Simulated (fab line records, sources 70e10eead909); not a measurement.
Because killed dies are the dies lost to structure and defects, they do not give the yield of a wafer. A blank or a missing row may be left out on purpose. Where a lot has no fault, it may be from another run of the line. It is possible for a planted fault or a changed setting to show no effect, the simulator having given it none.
Chamber matching    flow nand-harc    NHARC_A_CONTACT_DEP_29 on pecvd-03 has 3 sister chambers
The step deposits SiON, target thk 70 nm. 3 wafers are shown with their chamber, then 7 later ones without.

WAFERS WITH THEIR CHAMBER
wafer   chamber  heater-power-w (W)
L083.2  1        795
L087.1  2        670
L087.4  0        645

WAFERS WITH NO CHAMBER GIVEN
wafer   heater-power-w (W)
L087.6  660
L095.1  746
L095.2  647
L095.4  639
L097.1  704
L097.4  709
L097.5  664

CHAMBER TAKEN BY EACH
wafer   from the rows above           in truth
L087.6  can't be placed: 2 or 0       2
L095.1  can't be placed: 1 or 2 or 0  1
L095.2  can't be placed: 0 or 2       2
L095.4  can't be placed: 0 or 2       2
L097.1  can't be placed: 2 or 0       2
L097.4  can't be placed: 2 or 0 or 1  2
L097.5  can't be placed: 2 or 0       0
0 of 7 placed correctly. Unplaceable from these rows: 7, with the true chamber sitting among the candidates in 7. Number placed wrongly: 0.
How it was worked out, from the rows above alone: a wafer's distance from a chamber is the root of the sum, over the readings, of the square of ((its reading less the chamber's mean) divided by the reading's scatter). If the next closest chamber is less than 2 further off than the closest, the wafer can't be placed; otherwise it belongs to the closest. For every chamber, the mean is computed from those of its wafers that are shown. The scatter: with one shown wafer a chamber, the root of the mean of the squares of how far each hidden wafer lies from its nearest shown one.
